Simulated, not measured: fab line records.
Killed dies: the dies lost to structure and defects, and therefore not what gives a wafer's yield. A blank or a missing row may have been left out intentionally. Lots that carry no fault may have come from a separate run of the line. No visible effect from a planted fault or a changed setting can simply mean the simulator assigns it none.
A single fault, viewed from 2 desks	flow n5-finfet	numbers are kept per desk, each desk with only its own; the story behind them comes last

## THE METROLOGY DESK
Means of the sampled wafers that have a number, per lot and without regard to the tool the lot ran on: this is what the gauges read. The brackets show how far a lot's mean lies from the usual mean; more than 4 standard deviations puts the lot out of limits, marked OUT. 7 of its 10 readings are shown, namely those furthest out on some lot.
Columns: A = DIBL_N at N5_BEOL_M4_RC_MEAS_101, usual 36.3 mV/V; B = DIBL_P at N5_BEOL_M4_RC_MEAS_101, usual 36.5 mV/V; C = IOFF_N at N5_BEOL_M4_RC_MEAS_101, usual 0.16 nA/um; D = ION_N at N5_BEOL_M4_RC_MEAS_101, usual 677 uA/um; E = SS_N at N5_BEOL_M4_RC_MEAS_101, usual 71.5 mV/dec; F = SS_P at N5_BEOL_M4_RC_MEAS_101, usual 73.2 mV/dec; G = VT_P at N5_BEOL_M4_RC_MEAS_101, usual -248.9 mV
lot	first seen here	A	B	C	D	E	F	G
L534	day 8 17:48	36.2	36.7	0.15	672	71.5	72.9	-250.5
L533	day 8 19:02	35.3	35.4	0.15	673	71.0	73.0	-247.1
L535	day 9 08:14	37.9	37.9	0.20	691	71.9	73.1	-247.8
L536	day 9 09:10	36.3	37.2	0.16	673	72.2	73.4	-250.8
L537	day 9 15:04	37.2	36.8	0.17	689	71.2	73.9	-248.3
L539	day 10 13:41	38.4	38.3	0.20	685	71.8	73.6	-247.1
L542	day 10 18:19	34.4	35.1	0.14	667	71.6	73.4	-247.1
L551	day 12 17:07	34.5	34.2	0.14	664	71.1	72.3	-252.6
L550	day 12 17:38	35.5	34.5	0.15	674	71.4	72.3	-248.5
L553	day 13 12:35	34.3	34.4	0.14	665	70.8	72.3	-247.8
This desk's finding: nothing out of limits on any of the 10 lots.

## THE TOOL OWNER'S DESK: cvd-co-01
The tool's own readings at N5_BEOL_M4_CVD_47 (deposits Co from CCTBA/H2, target thk 3 nm, time 223.8 s): means of the sampled wafers that have a number, for each lot that ran on this tool. The brackets show how far a lot's mean lies from the usual mean; more than 4 standard deviations puts the lot out of limits, marked OUT.
Columns: A = run-length-s at N5_BEOL_M4_CVD_47, usual 246.7 s
lot	first seen here	A
L534	day 8 14:25	246.4
L535	day 9 05:05	246.6
L537	day 9 11:20	246.2
L539	day 10 10:19	246.5
L551	day 12 13:58	217.8 (-41) OUT
L550	day 12 14:07	227.0 (-28) OUT
L553	day 13 09:20	217.1 (-42) OUT
This desk's verdict: out of limits on L550, L551, L553, starting with L551 at day 12 13:58 (run-length-s at N5_BEOL_M4_CVD_47). L534, L535, L537, L539: within limits.

## ALL TOGETHER
An alarm could have come from the tool owner's desk at day 12 13:58, on L550, L551, L553.
The metrology desk saw nothing out of limits.
The metrology desk has L550, L551, L553 on record, within its limits.
N5_BEOL_M4_CVD_47 was run on cvd-co-01 by each of the lots named.

## WHAT THE SIMULATOR HAD PUT IN
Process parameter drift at N5_BEOL_M4_CVD_47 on cvd-co-01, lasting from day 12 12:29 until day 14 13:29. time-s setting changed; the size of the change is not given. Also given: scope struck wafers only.
Shown lots that were struck: L550, L551, L553.
Each desk's first reading out of limits, in hours after the fault started: the tool owner's desk, 1.
